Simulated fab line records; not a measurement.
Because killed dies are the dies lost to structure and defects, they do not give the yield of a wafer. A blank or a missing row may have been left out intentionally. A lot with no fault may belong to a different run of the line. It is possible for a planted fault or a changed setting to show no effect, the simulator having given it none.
Matching of chambers | flow n5-finfet | 4 sister chambers for N5_BEOL_M0_SAQP_HM_OPEN_112 on rie-diel-05
The step chemistry CHF3/O2, target SiO2, stops on a-Si, target depth 12 nm, time 13.5 s. 8 wafers are shown with their chamber, then 8 later ones without.

## WAFERS, EACH WITH ITS CHAMBER
wafer  | chamber | showerhead-plenum-p-Torr (Torr) | drypump-motor-current-A (A)
L082.4 | 3       | 2.39                            | 5.1
L083.2 | 1       | 2.48                            | 5.6
L083.4 | 0       | 2.38                            | 5.8
L083.6 | 2       | 2.52                            | 6.0
L086.1 | 2       | 2.52                            | 6.0
L086.5 | 3       | 2.38                            | 5.1
L086.6 | 1       | 2.48                            | 5.7
L090.3 | 0       | 2.38                            | 5.8

## WAFERS MISSING THEIR CHAMBER
wafer  | showerhead-plenum-p-Torr (Torr) | drypump-motor-current-A (A)
L090.4 | 2.38                            | 5.2
L090.5 | 2.48                            | 5.7
L093.1 | 2.38                            | 5.8
L093.4 | 2.51                            | 6.0
L093.6 | 2.38                            | 5.9
L094.1 | 2.37                            | 5.8
L094.2 | 2.48                            | 5.6
L094.5 | 2.51                            | 6.0

## WHICH CHAMBER EACH WENT THROUGH
wafer  | from the rows above | in truth
L090.4 | 3                   | 3
L090.5 | 1                   | 1
L093.1 | 0                   | 0
L093.4 | 2                   | 2
L093.6 | 0                   | 0
L094.1 | 0                   | 0
L094.2 | 1                   | 1
L094.5 | 2                   | 2
Correct placement for 8 of the 8. Not placeable from these rows: 0. Placed wrongly: 0.
How it was worked out, from the rows above alone: a wafer's distance from a chamber is the root of the sum, over the readings, of the square of ((its reading less the chamber's mean) divided by the reading's scatter). The wafer belongs to the nearest chamber; if the next one is less than 2 further off, it can't be placed. Each chamber's mean is taken over the wafers shown for it. How the scatter is found: for the shown wafers, subtract from each reading the mean of its chamber, square and add these, divide the total by (wafers less chambers), then take the root.
